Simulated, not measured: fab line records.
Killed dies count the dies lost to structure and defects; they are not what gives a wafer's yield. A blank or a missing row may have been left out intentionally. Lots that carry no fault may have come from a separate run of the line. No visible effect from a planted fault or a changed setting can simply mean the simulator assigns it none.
Split-lot experiment :: flow n5_finfet :: on a route of 1938 steps: 7 lots, 39 wafers read

== ABOUT THE SPLIT ==
At N5_SD_EPI_N_EPI_21 (deposits Si:P, time 690 s), the setting epi_growth_time_s was moved away from the recipe's 690 s on 18 of the 39 wafers read, by -9.8% to +6.9%. For the rest of the wafers, this setting stayed at what the recipe calls for.

== FROM THE SPLIT TO THE READING: what the file shows between them, 5 steps ==
- N5_SD_EPI_P_ETCHBACK_46: etches SiNx in CH3F/O2, stops on SiO2, target depth 17.5 nm (also split here: over_etch_frac)
- N5_SD_EPI_P_ETCH_47: etches SiOCN in CH3F/O2, target depth 25 nm
- N5_SD_EPI_P_ETCH_16: etches SiO2 in CHF3/O2, target depth 5 nm
- N5_SD_ACTIVATION_RTA_00: time 0 s
- N5_SD_ACTIVATION_LSA_01: time 0.0008 s

== THE READING ==
Measured at N5_SD_ACTIVATION_RS_MEAS_03 by four-point probe: RS_SD_N, in ohm/sq. A value of 21.9 ohm/sq with a standard deviation of 0.35 ohm/sq is what fault-free wafers of this fab line usually give.

wafer: L074.1
tool, chamber at the split: epi_rpcvd-04, 0
epi_growth_time_s as run, s: 636.5
against the recipe: -7.8%
RS_SD_N, ohm/sq: 23.1
against lot-mates on the recipe: +1.0

wafer: L074.2
tool, chamber at the split: epi_rpcvd-04, 0
epi_growth_time_s as run, s: 690
against the recipe: recipe
RS_SD_N, ohm/sq: 22.0
against lot-mates on the recipe: -

wafer: L074.3
tool, chamber at the split: epi_rpcvd-04, 0
epi_growth_time_s as run, s: 636.5
against the recipe: -7.8%
RS_SD_N, ohm/sq: 23.2
against lot-mates on the recipe: +1.1

wafer: L074.4
tool, chamber at the split: epi_rpcvd-04, 0
epi_growth_time_s as run, s: 690
against the recipe: recipe
RS_SD_N, ohm/sq: 22.2
against lot-mates on the recipe: -

wafer: L074.5
tool, chamber at the split: epi_rpcvd-04, 0
epi_growth_time_s as run, s: 690
against the recipe: recipe
RS_SD_N, ohm/sq: 22.0
against lot-mates on the recipe: -

wafer: L074.6
tool, chamber at the split: epi_rpcvd-04, 0
epi_growth_time_s as run, s: 636.5
against the recipe: -7.8%
RS_SD_N, ohm/sq: 23.3
against lot-mates on the recipe: +1.2

wafer: L076.1
tool, chamber at the split: epi_rpcvd-04, 0
epi_growth_time_s as run, s: 690
against the recipe: recipe
RS_SD_N, ohm/sq: 21.9
against lot-mates on the recipe: -

wafer: L076.2
tool, chamber at the split: epi_rpcvd-04, 0
epi_growth_time_s as run, s: 622.7
against the recipe: -9.8%
RS_SD_N, ohm/sq: 23.9
against lot-mates on the recipe: +2.0

wafer: L076.3
tool, chamber at the split: epi_rpcvd-04, 0
epi_growth_time_s as run, s: 622.7
against the recipe: -9.8%
RS_SD_N, ohm/sq: 23.4
against lot-mates on the recipe: +1.5

wafer: L076.4
tool, chamber at the split: epi_rpcvd-04, 0
epi_growth_time_s as run, s: 690
against the recipe: recipe
RS_SD_N, ohm/sq: 22.1
against lot-mates on the recipe: -

wafer: L076.5
tool, chamber at the split: epi_rpcvd-04, 0
epi_growth_time_s as run, s: 690
against the recipe: recipe
RS_SD_N, ohm/sq: 21.8
against lot-mates on the recipe: -

wafer: L076.6
tool, chamber at the split: epi_rpcvd-04, 0
epi_growth_time_s as run, s: 622.7
against the recipe: -9.8%
RS_SD_N, ohm/sq: 23.6
against lot-mates on the recipe: +1.7

wafer: L077.1
tool, chamber at the split: epi_rpcvd-04, 0
epi_growth_time_s as run, s: 640.1
against the recipe: -7.2%
RS_SD_N, ohm/sq: 22.7
against lot-mates on the recipe: +1.2

wafer: L077.2
tool, chamber at the split: epi_rpcvd-04, 0
epi_growth_time_s as run, s: 690
against the recipe: recipe
RS_SD_N, ohm/sq: 21.7
against lot-mates on the recipe: -

wafer: L077.3
tool, chamber at the split: epi_rpcvd-04, 0
epi_growth_time_s as run, s: 690
against the recipe: recipe
RS_SD_N, ohm/sq: 21.7
against lot-mates on the recipe: -

wafer: L077.4
tool, chamber at the split: epi_rpcvd-04, 0
epi_growth_time_s as run, s: 640.1
against the recipe: -7.2%
RS_SD_N, ohm/sq: 22.8
against lot-mates on the recipe: +1.3

wafer: L077.5
tool, chamber at the split: epi_rpcvd-04, 0
epi_growth_time_s as run, s: 640.1
against the recipe: -7.2%
RS_SD_N, ohm/sq: 22.5
against lot-mates on the recipe: +1.0

wafer: L077.6
tool, chamber at the split: epi_rpcvd-04, 0
epi_growth_time_s as run, s: 690
against the recipe: recipe
RS_SD_N, ohm/sq: 21.2
against lot-mates on the recipe: -

wafer: L079.1
tool, chamber at the split: epi_rpcvd-04, 0
epi_growth_time_s as run, s: 690
against the recipe: recipe
RS_SD_N, ohm/sq: 22.0
against lot-mates on the recipe: -

wafer: L079.2
tool, chamber at the split: epi_rpcvd-04, 0
epi_growth_time_s as run, s: 631.3
against the recipe: -8.5%
RS_SD_N, ohm/sq: 23.5
against lot-mates on the recipe: +1.3

wafer: L079.3
tool, chamber at the split: epi_rpcvd-04, 0
epi_growth_time_s as run, s: 631.3
against the recipe: -8.5%
RS_SD_N, ohm/sq: 23.9
against lot-mates on the recipe: +1.7

wafer: L079.4
tool, chamber at the split: epi_rpcvd-04, 0
epi_growth_time_s as run, s: 690
against the recipe: recipe
RS_SD_N, ohm/sq: 22.3
against lot-mates on the recipe: -

wafer: L079.5
tool, chamber at the split: epi_rpcvd-04, 0
epi_growth_time_s as run, s: 631.3
against the recipe: -8.5%
RS_SD_N, ohm/sq: 23.5
against lot-mates on the recipe: +1.3

wafer: L079.6
tool, chamber at the split: epi_rpcvd-04, 0
epi_growth_time_s as run, s: 690
against the recipe: recipe
RS_SD_N, ohm/sq: 22.2
against lot-mates on the recipe: -

wafer: L090.1
tool, chamber at the split: epi_rpcvd-02, 0
epi_growth_time_s as run, s: 737.3
against the recipe: +6.9%
RS_SD_N, ohm/sq: 20.5
against lot-mates on the recipe: -0.9

wafer: L090.2
tool, chamber at the split: epi_rpcvd-02, 0
epi_growth_time_s as run, s: 737.3
against the recipe: +6.9%
RS_SD_N, ohm/sq: 20.3
against lot-mates on the recipe: -1.1

wafer: L090.3
tool, chamber at the split: epi_rpcvd-02, 0
epi_growth_time_s as run, s: 737.3
against the recipe: +6.9%
RS_SD_N, ohm/sq: 20.7
against lot-mates on the recipe: -0.7

wafer: L090.4
tool, chamber at the split: epi_rpcvd-02, 0
epi_growth_time_s as run, s: 690
against the recipe: recipe
RS_SD_N, ohm/sq: 21.2
against lot-mates on the recipe: -

wafer: L090.5
tool, chamber at the split: epi_rpcvd-02, 0
epi_growth_time_s as run, s: 690
against the recipe: recipe
RS_SD_N, ohm/sq: 21.4
against lot-mates on the recipe: -

wafer: L090.6
tool, chamber at the split: epi_rpcvd-02, 0
epi_growth_time_s as run, s: 690
against the recipe: recipe
RS_SD_N, ohm/sq: 21.6
against lot-mates on the recipe: -

wafer: L092.1
tool, chamber at the split: epi_rpcvd-02, 0
epi_growth_time_s as run, s: 690
against the recipe: recipe
RS_SD_N, ohm/sq: 21.8
against lot-mates on the recipe: -

wafer: L092.2
tool, chamber at the split: epi_rpcvd-02, 0
epi_growth_time_s as run, s: 690
against the recipe: recipe
RS_SD_N, ohm/sq: 22.1
against lot-mates on the recipe: -

wafer: L092.3
tool, chamber at the split: epi_rpcvd-02, 0
epi_growth_time_s as run, s: 690
against the recipe: recipe
RS_SD_N, ohm/sq: 22.0
against lot-mates on the recipe: -

wafer: L092.4
tool, chamber at the split: epi_rpcvd-02, 0
epi_growth_time_s as run, s: 650.1
against the recipe: -5.8%
RS_SD_N, ohm/sq: 22.9
against lot-mates on the recipe: +0.9

wafer: L092.5
tool, chamber at the split: epi_rpcvd-02, 0
epi_growth_time_s as run, s: 650.1
against the recipe: -5.8%
RS_SD_N, ohm/sq: 22.5
against lot-mates on the recipe: +0.5

wafer: L092.6
tool, chamber at the split: epi_rpcvd-02, 0
epi_growth_time_s as run, s: 650.1
against the recipe: -5.8%
RS_SD_N, ohm/sq: 22.7
against lot-mates on the recipe: +0.7

wafer: L097.2
tool, chamber at the split: epi_rpcvd-02, 0
epi_growth_time_s as run, s: 690
against the recipe: recipe
RS_SD_N, ohm/sq: 21.6
against lot-mates on the recipe: -

wafer: L097.3
tool, chamber at the split: epi_rpcvd-02, 0
epi_growth_time_s as run, s: 690
against the recipe: recipe
RS_SD_N, ohm/sq: 21.8
against lot-mates on the recipe: -

wafer: L097.5
tool, chamber at the split: epi_rpcvd-02, 0
epi_growth_time_s as run, s: 690
against the recipe: recipe
RS_SD_N, ohm/sq: 21.9
against lot-mates on the recipe: -

THE FIT
A straight line over all 39 wafers: RS_SD_N changes by -0.18 ohm/sq for each +1% of epi_growth_time_s; r = -0.94; the points scatter about the line by 0.3 ohm/sq.
The same after taking each lot's own level away (the mean of its wafers on the recipe; 39 wafers): -0.155 ohm/sq for each +1%; r = -0.97; scatter 0.18 ohm/sq.
On that fit, the largest move of epi_growth_time_s shifts the reading by 1.5 ohm/sq.
Measured against the standard deviation above, the lots' own levels, which go from 21.40 to 22.17 ohm/sq, span 2.2 times it.
So the lot-to-lot level changes the slope: the two fits differ.
Check: +1.49 ohm/sq against its lot-mates is what the line predicts for one of the wafers moved furthest among these (-9.8%) when that wafer is left out of the fit. Against them it came out at +1.97 ohm/sq.

== FURTHER SPLITS ON THESE WAFERS ==
These wafers also went through other splits before the reading. Each is held against what the fit with the lots' levels taken away leaves over:
other split on the same wafers: N5_FIN_SAQP_MANDREL_ETCH_22 target_depth_a
wafers away from the commonest value: 15
r with RS_SD_N (lot level and that fit taken away): +0.00

other split on the same wafers: N5_FIN_CUT_CUT_ETCH_26 target_depth_a
wafers away from the commonest value: 15
r with RS_SD_N (lot level and that fit taken away): +0.05

other split on the same wafers: N5_DUMMY_GATE_HM_DEP_06 target_thk_a
wafers away from the commonest value: 30
r with RS_SD_N (lot level and that fit taken away): -0.11

other split on the same wafers: N5_DUMMY_GATE_ETCH_32 time_s
wafers away from the commonest value: 18
r with RS_SD_N (lot level and that fit taken away): +0.13

other split on the same wafers: N5_SD_EPI_P_ETCHBACK_46 over_etch_frac
wafers away from the commonest value: 6
r with RS_SD_N (lot level and that fit taken away): -0.05

== THE WHOLE CHAIN: every reading that the file lists as answering this split, in the file's order ==
step: N5_SD_EPI_N_EPI_21
what it does: deposits Si:P, time 690 s
reading: Si-P_of_SD_EPI_N_EPI_21.thk_nm (the simulator's own value, which no gauge read)
change (the file's fit): +0.402 nm for each +1% of the setting
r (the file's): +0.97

step: N5_SD_ACTIVATION_RS_MEAS_03
what it does: measures by four-point-probe
reading: RS_SD_N
change (the file's fit): -0.157 for each +1% of the setting
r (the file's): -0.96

== THE FILE'S OWN FIT ==
RS_SD_N changes by -0.157 ohm/sq for each +1% of epi_growth_time_s, r = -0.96.
